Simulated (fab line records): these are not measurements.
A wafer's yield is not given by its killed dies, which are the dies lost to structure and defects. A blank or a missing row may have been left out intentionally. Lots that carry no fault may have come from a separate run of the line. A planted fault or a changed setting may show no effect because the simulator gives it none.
Matching of chambers :: flow n5-finfet :: N5_BEOL_M5_CO_CAP_78 on cvd-co-01: 3 sister chambers
The step material Co, precursor CCTBA/H2, target thk 2 nm, time 102.1 s. 6 wafers are shown with their chamber, then 12 later ones without.

== WAFERS WITH THEIR CHAMBER ==
wafer: L087.1
chamber: 0
heater-power-w (W): 211
heater-power-outer-w (W): 111

wafer: L087.3
chamber: 1
heater-power-w (W): 237
heater-power-outer-w (W): 122

wafer: L087.6
chamber: 2
heater-power-w (W): 236
heater-power-outer-w (W): 125

wafer: L092.2
chamber: 0
heater-power-w (W): 208
heater-power-outer-w (W): 107

wafer: L092.3
chamber: 2
heater-power-w (W): 237
heater-power-outer-w (W): 125

wafer: L092.4
chamber: 1
heater-power-w (W): 244
heater-power-outer-w (W): 123

== WAFERS WITH NO CHAMBER GIVEN ==
wafer: L089.1
heater-power-w (W): 241
heater-power-outer-w (W): 122

wafer: L089.2
heater-power-w (W): 214
heater-power-outer-w (W): 110

wafer: L089.4
heater-power-w (W): 211
heater-power-outer-w (W): 111

wafer: L091.2
heater-power-w (W): 233
heater-power-outer-w (W): 125

wafer: L091.3
heater-power-w (W): 249
heater-power-outer-w (W): 123

wafer: L091.5
heater-power-w (W): 237
heater-power-outer-w (W): 121

wafer: L096.3
heater-power-w (W): 233
heater-power-outer-w (W): 127

wafer: L096.5
heater-power-w (W): 207
heater-power-outer-w (W): 112

wafer: L096.6
heater-power-w (W): 235
heater-power-outer-w (W): 125

wafer: L097.1
heater-power-w (W): 242
heater-power-outer-w (W): 126

wafer: L097.3
heater-power-w (W): 215
heater-power-outer-w (W): 111

wafer: L097.5
heater-power-w (W): 214
heater-power-outer-w (W): 110

== THE CHAMBER EACH PASSED THROUGH ==
wafer: L089.1
from the rows above: can't be placed: 1 or 2
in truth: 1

wafer: L089.2
from the rows above: 0
in truth: 0

wafer: L089.4
from the rows above: 0
in truth: 0

wafer: L091.2
from the rows above: can't be placed: 2 or 1
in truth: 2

wafer: L091.3
from the rows above: can't be placed: 1 or 2
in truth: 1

wafer: L091.5
from the rows above: can't be placed: 1 or 2
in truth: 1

wafer: L096.3
from the rows above: can't be placed: 2 or 1
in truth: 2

wafer: L096.5
from the rows above: 0
in truth: 0

wafer: L096.6
from the rows above: can't be placed: 2 or 1
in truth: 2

wafer: L097.1
from the rows above: can't be placed: 2 or 1
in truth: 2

wafer: L097.3
from the rows above: 0
in truth: 0

wafer: L097.5
from the rows above: 0
in truth: 0
Correctly placed: 5 of 12. Can't be placed from these rows: 7 (the true chamber is among the candidates in 7). Placed wrongly: 0.
How it was worked out, from the rows above alone: a wafer's distance from a chamber is the root of the sum, over the readings, of the square of ((its reading less the chamber's mean) divided by the reading's scatter). If the next closest chamber is less than 2 further off than the closest, the wafer can't be placed; otherwise it belongs to the closest. Each chamber's mean is taken over the wafers shown for it. How the scatter is found: for the shown wafers, subtract from each reading the mean of its chamber, square and add these, divide the total by (wafers less chambers), then take the root.
